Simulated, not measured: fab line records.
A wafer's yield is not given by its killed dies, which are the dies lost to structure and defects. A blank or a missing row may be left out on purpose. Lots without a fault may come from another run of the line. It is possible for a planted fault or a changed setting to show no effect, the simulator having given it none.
Which of the tools did it?    flow n5Finfet    Sampling: 24 lots, 72 wafers, 5 of 1938 route steps

== WHAT EACH GAUGE READ, for each wafer ==
N5_MOL_CONTACT_COAG_INSPECT_10: inspects for defects (brightfield). Usual: rawDefectCount 65, standard deviation 24.
lot   measured      on                rawDefectCount  flag
L074  day 4 14:47   defectInspect-01  44 52 26        
L075  day 5 01:59   defectInspect-02  52 67 44        
L076  day 5 15:37   defectInspect-02  47 77 74        
L077  day 5 22:44   defectInspect-02  70 86 46        
L078  day 5 23:54   defectInspect-02  45 31 26        
L079  day 6 03:04   defectInspect-02  35 50 58        
L080  day 6 08:56   defectInspect-02  69 92 38        
L081  day 6 12:38   defectInspect-02  111 107 72      
L082  day 6 18:23   defectInspect-01  77 65 107       
L083  day 7 02:16   defectInspect-02  72 66 54        
L084  day 7 07:07   defectInspect-02  56 49 57        
L085  day 7 12:22   defectInspect-02  72 38 38        
L086  day 8 02:01   defectInspect-02  62 79 63        
L087  day 8 03:28   defectInspect-01  100 96 130      
L088  day 8 11:41   defectInspect-01  64 65 51        
L089  day 8 14:02   defectInspect-02  43 61 53        
L090  day 8 22:56   defectInspect-02  68 60 45        
L091  day 9 04:00   defectInspect-01  56 71 38        
L092  day 9 06:01   defectInspect-01  85 77 100       
L093  day 9 14:42   defectInspect-01  84 69 54        
L094  day 9 16:12   defectInspect-02  73 87 114       
L095  day 9 22:51   defectInspect-01  44 60 49        
L097  day 10 07:44  defectInspect-02  110 83 75       
L096  day 10 09:56  defectInspect-01  99 80 68        

N5_MOL_CONTACT_COAG_OVL_MEAS_85. Usual: VG_OVL gives 0.2 nm (standard deviation 0.85).
lot   measured      on          VG_OVL (nm)     flag
L074  day 5 01:54   overlay-01  0.5 1.4 0.4     
L075  day 5 11:31   overlay-02  0.9 1.0 0.5     
L076  day 6 02:26   overlay-01  1.2 0.8 0.7     
L077  day 6 13:16   overlay-02  0.3 0.7 1.2     
L078  day 6 14:38   overlay-01  1.4 0.3 1.3     
L079  day 6 16:13   overlay-02  0.9 0.7 1.3     
L080  day 6 18:34   overlay-01  1.4 0.5 0.3     
L081  day 6 22:23   overlay-01  0.2 1.0 -0.1    
L082  day 7 05:29   overlay-01  -0.4 0.1 0.9    
L083  day 7 10:55   overlay-02  0.8 1.4 0.7     
L084  day 7 16:38   overlay-02  0.1 -0.2 -1.2   
L085  day 7 21:45   overlay-02  1.9 0.1 1.3     
L086  day 8 16:06   overlay-01  -0.6 -1.0 -1.1  
L087  day 8 16:25   overlay-01  -0.5 -0.2 0.5   
L088  day 8 23:02   overlay-02  0.5 -0.5 -1.0   
L089  day 9 01:06   overlay-02  -1.6 -1.7 -0.6  
L090  day 9 10:27   overlay-02  0.2 -0.4 -0.5   
L091  day 9 13:45   overlay-01  0.2 0.2 0.8     
L092  day 9 16:21   overlay-02  0.1 1.4 0.3     
L093  day 10 01:14  overlay-01  -0.6 -0.7 -0.4  
L094  day 10 02:13  overlay-02  0.3 1.1 0.4     
L095  day 10 09:22  overlay-02  -0.1 -0.4 1.2   
L097  day 10 20:44  overlay-01  -1.2 -1.8 -1.1  
L096  day 10 23:03  overlay-02  -1.2 -0.6 -0.4  

N5_MOL_CONTACT_COAG_CD_MEAS_40: the cd target is 25.1 nm. Usual: cdNm 25.07 nm, standard deviation 0.24.
lot   measured      on        cdNm (nm)          flag
L074  day 5 03:48   cdSem-02  25.30 25.23 25.36  
L075  day 5 13:05   cdSem-02  24.99 25.34 25.28  
L076  day 6 03:59   cdSem-02  24.50 25.19 24.89  
L077  day 6 14:44   cdSem-03  24.92 25.14 25.24  
L078  day 6 16:09   cdSem-01  25.07 25.15 24.74  
L079  day 6 18:12   cdSem-01  24.76 24.90 24.96  
L080  day 6 20:34   cdSem-01  25.21 24.78 24.78  
L081  day 6 23:44   cdSem-02  25.28 25.21 25.42  
L082  day 7 07:05   cdSem-03  25.01 24.86 24.74  
L083  day 7 12:16   cdSem-03  25.00 24.97 25.41  
L084  day 7 19:00   cdSem-01  24.82 25.60 25.13  
L085  day 7 23:10   cdSem-02  24.88 25.33 25.02  
L086  day 8 17:26   cdSem-03  25.16 25.65 25.13  
L087  day 8 17:45   cdSem-03  25.04 24.87 25.01  
L088  day 9 01:18   cdSem-01  25.26 24.93 24.93  
L089  day 9 03:08   cdSem-01  25.19 25.43 25.34  
L090  day 9 11:41   cdSem-01  25.24 24.64 25.13  
L091  day 9 15:40   cdSem-03  25.08 24.81 25.17  
L092  day 9 17:58   cdSem-03  24.56 25.14 24.70  
L093  day 10 02:48  cdSem-02  25.36 25.39 25.57  
L094  day 10 03:26  cdSem-03  25.15 25.30 25.26  
L095  day 10 10:53  cdSem-02  25.55 24.66 25.15  
L097  day 10 22:08  cdSem-03  24.83 25.33 25.18  
L096  day 11 00:34  cdSem-02  24.94 25.18 24.66  

== WHICH TOOL RAN EACH LOT (tool, then ch and the chambers of the sampled wafers, then the start) ==
lot   N5_MOL_CONTACT_COAG_ETCHBACK_132   N5_MOL_CONTACT_COAG_ETCHBACK_135
L074  rieDiel-03 ch 1,3, day 5 02:59     rieDiel-03 ch 1,3, day 5 03:07
L075  rieDiel-04 ch 0,3, day 5 12:05     rieDiel-04 ch 0,3, day 5 12:13
L076  rieDiel-04 ch 0,2,3, day 6 03:04   rieDiel-04 ch 0,2,3, day 6 03:11
L077  rieDiel-02 ch 1,2, day 6 13:47     rieDiel-02 ch 1,2, day 6 13:55
L078  rieDiel-02 ch 0,2, day 6 15:20     rieDiel-02 ch 0,2, day 6 15:28
L079  rieDiel-04 ch 0,3, day 6 17:16     rieDiel-04 ch 0,3, day 6 17:23
L080  rieDiel-03 ch 1,2,3, day 6 19:38   rieDiel-03 ch 1,2,3, day 6 19:46
L081  rieDiel-02 ch 2,3, day 6 22:47     rieDiel-02 ch 2,3, day 6 22:55
L082  rieDiel-04 ch 0,1, day 7 06:08     rieDiel-04 ch 0,1, day 7 06:16
L083  rieDiel-03 ch 0,1, day 7 11:19     rieDiel-03 ch 0,1, day 7 11:27
L084  rieDiel-03 ch 1,2, day 7 17:54     rieDiel-03 ch 1,2, day 7 18:05
L085  rieDiel-02 ch 2,3, day 7 22:21     rieDiel-02 ch 2,3, day 7 22:28
L086  rieDiel-02 ch 1,2, day 8 16:37     rieDiel-02 ch 1,2, day 8 16:44
L087  rieDiel-02 ch 0,1, day 8 16:56     rieDiel-02 ch 0,1, day 8 17:04
L088  rieDiel-03 ch 0,1, day 9 00:22     rieDiel-03 ch 0,1, day 9 00:29
L089  rieDiel-03 ch 0,2, day 9 02:19     rieDiel-03 ch 0,2, day 9 02:26
L090  rieDiel-02 ch 0,2,3, day 9 10:53   rieDiel-02 ch 0,2,3, day 9 11:00
L091  rieDiel-02 ch 0,1,2, day 9 14:51   rieDiel-02 ch 0,1,2, day 9 14:58
L092  rieDiel-03 ch 0,1,2, day 9 17:08   rieDiel-03 ch 0,1,2, day 9 17:16
L093  rieDiel-03 ch 1,2,3, day 10 01:52  rieDiel-03 ch 1,2,3, day 10 01:59
L094  rieDiel-04 ch 0,1,2, day 10 02:37  rieDiel-04 ch 0,1,2, day 10 02:44
L095  rieDiel-03 ch 0,2,3, day 10 09:58  rieDiel-03 ch 0,2,3, day 10 10:05
L097  rieDiel-02 ch 1,2,3, day 10 21:19  rieDiel-02 ch 1,2,3, day 10 21:27
L096  rieDiel-04 ch 1,3, day 10 23:38    rieDiel-04 ch 1,3, day 10 23:45
- N5_MOL_CONTACT_COAG_ETCHBACK_132: etches SiO2 in CHF3, target depth 10 nm, time 6.7 s.
- N5_MOL_CONTACT_COAG_ETCHBACK_135: etches SiO2 in CHF3, target depth 25 nm, time 16.7 s.

== AS READ BY THE TOOLS THEMSELVES (means over the sampled wafers that have a number; for cases with no such wafer, the mark the record gives instead) ==
N5_MOL_CONTACT_COAG_ETCHBACK_132. Usual: drypumpMotorCurrentA 5.7 A, standard deviation 0.47; oesProductAu 0.77 a.u., standard deviation 0.081; rfVppV 528 V, standard deviation 11; showerheadPlenumPTorr 2.38 Torr, standard deviation 0.08; throttleValvePct 18.69 %, standard deviation 0.23.
lot   tool        drypumpMotorCurrentA (A)  oesProductAu (a.u.)  rfVppV (V)  showerheadPlenumPTorr (Torr)  throttleValvePct (%)  flag
L074  rieDiel-03  5.6                       0.77                 505         2.31                          18.75                 
L075  rieDiel-04  6.5                       0.87                 539         2.38                          18.86                 
L076  rieDiel-04  6.3                       0.78                 536         2.32                          18.88                 
L077  rieDiel-02  5.5                       0.72                 529         2.46                          18.94                 
L078  rieDiel-02  5.3                       0.72                 527         2.32                          18.68                 
L079  rieDiel-04  6.6                       0.75                 538         2.32                          18.96                 
L080  rieDiel-03  5.5                       0.79                 519         2.35                          18.60                 
L081  rieDiel-02  5.4                       0.72                 526         2.44                          18.96                 
L082  rieDiel-04  6.6                       0.67                 527         2.28                          18.93                 
L083  rieDiel-03  5.4                       0.81                 526         2.39                          18.42                 
L084  rieDiel-03  5.4                       0.82                 532         2.39                          18.44                 
L085  rieDiel-02  5.5                       0.73                 527         2.41                          18.90                 
L086  rieDiel-02  5.6                       0.70                 530         2.45                          18.96                 
L087  rieDiel-02  5.9                       0.72                 538         2.39                          18.66                 
L088  rieDiel-03  5.5                       0.76                 527         2.36                          18.51                 
L089  rieDiel-03  5.5                       0.77                 534         2.38                          18.52                 
L090  rieDiel-02  5.4                       0.72                 526         2.36                          18.80                 
L091  rieDiel-02  5.6                       0.70                 531         2.39                          18.78                 
L092  rieDiel-03  5.4                       0.78                 529         2.38                          18.50                 
L093  rieDiel-03  5.5                       0.85                 522         2.44                          18.50                 
L094  rieDiel-04  6.2                       0.86                 527         2.37                          18.63                 
L095  rieDiel-03  5.6                       0.82                 524         2.42                          18.57                 
L097  rieDiel-02  5.7                       0.70                 532         2.43                          18.91                 
L096  rieDiel-04  6.4                       0.89                 530         2.40                          18.69                 

N5_MOL_CONTACT_COAG_ETCHBACK_135. Usual: drypumpMotorCurrentA 5.7 A, standard deviation 0.47; oesProductAu 0.77 a.u., standard deviation 0.08; rfVppV 528 V, standard deviation 11; showerheadPlenumPTorr 2.38 Torr, standard deviation 0.08; throttleValvePct 18.69 %, standard deviation 0.23.
lot   tool        drypumpMotorCurrentA (A)  oesProductAu (a.u.)  rfVppV (V)  showerheadPlenumPTorr (Torr)  throttleValvePct (%)  flag
L074  rieDiel-03  5.6                       0.77                 506         2.31                          18.76                 
L075  rieDiel-04  6.5                       0.87                 539         2.38                          18.85                 
L076  rieDiel-04  6.2                       0.77                 535         2.32                          18.88                 
L077  rieDiel-02  5.6                       0.72                 530         2.46                          18.94                 
L078  rieDiel-02  5.3                       0.72                 526         2.32                          18.68                 
L079  rieDiel-04  6.6                       0.76                 537         2.32                          18.95                 
L080  rieDiel-03  5.5                       0.79                 519         2.35                          18.61                 
L081  rieDiel-02  5.3                       0.73                 525         2.44                          18.97                 
L082  rieDiel-04  6.6                       0.68                 526         2.28                          18.92                 
L083  rieDiel-03  5.4                       0.81                 527         2.39                          18.43                 
L084  rieDiel-03  5.4                       0.82                 533         2.39                          18.43                 
L085  rieDiel-02  5.5                       0.73                 528         2.41                          18.88                 
L086  rieDiel-02  5.5                       0.71                 530         2.45                          18.97                 
L087  rieDiel-02  5.9                       0.72                 539         2.39                          18.66                 
L088  rieDiel-03  5.5                       0.75                 527         2.36                          18.50                 
L089  rieDiel-03  5.5                       0.77                 533         2.38                          18.52                 
L090  rieDiel-02  5.4                       0.71                 526         2.36                          18.80                 
L091  rieDiel-02  5.6                       0.70                 532         2.39                          18.79                 
L092  rieDiel-03  5.4                       0.78                 529         2.38                          18.50                 
L093  rieDiel-03  5.5                       0.85                 521         2.44                          18.50                 
L094  rieDiel-04  6.2                       0.86                 527         2.37                          18.64                 
L095  rieDiel-03  5.6                       0.81                 523         2.42                          18.57                 
L097  rieDiel-02  5.7                       0.71                 530         2.43                          18.91                 
L096  rieDiel-04  6.4                       0.89                 530         2.40                          18.69                 

== THE ANSWER, worked out from the rows above alone ==
Rule: a lot is off if the mean of its wafers that have a number lies more than 3 standard deviations from the usual mean. Also off: a lot with no number at a reading for which 4 or more lots have one. Where the step has rows for the other lots, those lots are counted as sound. After the gauges, taken in route order, come the tools' own readings; for these a lot's mean is taken, as printed above. The first step at which some lot is off is used, and at that step the reading that is off furthest; a lot without a number counts as furthest.
Across all readings shown, no lot is off: no conclusion can be drawn from this.

== WHAT THE SIMULATOR HAD INSERTED ==
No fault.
